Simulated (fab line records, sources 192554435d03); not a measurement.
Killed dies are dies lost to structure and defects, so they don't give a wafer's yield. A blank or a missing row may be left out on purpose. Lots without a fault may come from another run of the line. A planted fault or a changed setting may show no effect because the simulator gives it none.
Problem report in the 8D (eight disciplines) form, filled by code | flow n5_finfet | the parts of the form that need people (team, actions taken, sign-off) are left out

1. THE PROBLEM
spin_speed_rpm at N5_BEOL_M7_COAT_59 reads a mean of 1254.8 rpm on 6 wafers of 2 lots; wafers without a fault read 1500.1 rpm with a standard deviation of 0.98. That is -99 or more standard deviations from the usual mean.
The step: time 60 s, resist thk 100 nm.
First seen on wafer L809.1, day 11 09:41, on litho_track-02. The record holds 12 wafers of 4 lots with a number at this step. Rule for "out", or "out of limits": more than 4 standard deviations from the usual mean. The other wafers with a number count as sound.

2. WHAT IT IS AND WHAT IT IS NOT
question                    | is                     | is not
which readings at this step | spin_speed_rpm         | -
which lots                  | L809, L811             | L802, L820
which wafers of those lots  | all that have a number | -
read on which tools         | litho_track-02         | litho_track-05
when                        | from day 11 09:41      | up to then (3 sound wafers); but 3 sound wafers of L820 came after

3. SUSPECTS, AND WHAT RULES EACH OUT
Counting: a tool at a process step up to the reading stays a suspect if it ran every lot that is out and no sound lot after the first of them.
- litho_track-02 at N5_BEOL_M7_COAT_59 (time 60 s, resist thk 100 nm): kept. It ran every lot that is out, first L809 (day 11 09:41), and no sound lot after that; its last sound lot up to then is L802 (day 9 16:29). Its own readings are out on those wafers: spin_speed_rpm.
Left after counting: litho_track-02 at N5_BEOL_M7_COAT_59.

4. THE CAUSE (what the simulator had put in)
Process parameter drift: litho_track-02, from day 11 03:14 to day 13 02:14, at N5_BEOL_M7_COAT_59. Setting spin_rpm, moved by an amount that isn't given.
Counting left only this tool.

5. THE CHAIN OF EFFECTS, in route order
Each row: a reading whose mean over the struck wafers that have a number lies more than 3 standard deviations from the usual. Only readings for which the record gives a usual standard deviation are gone through. hours: the time from each lot's start at the first step in this table that gives one to its start at this step, as a median over the lots. sigmas: the change in usual standard deviations.
hours | step               | reading        | usual      | on struck wafers | change | sigmas
0     | N5_BEOL_M7_COAT_59 | spin_speed_rpm | 1500.1 rpm | 1254.8           | -245.3 | -99 or more
The process steps in it:
- N5_BEOL_M7_COAT_59: time 60 s, resist thk 100 nm.

6. WHAT WOULD HAVE CAUGHT IT SOONER
In this record the first reading out of limits was taken at day 11 09:41, 6 hours after the fault began at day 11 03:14.
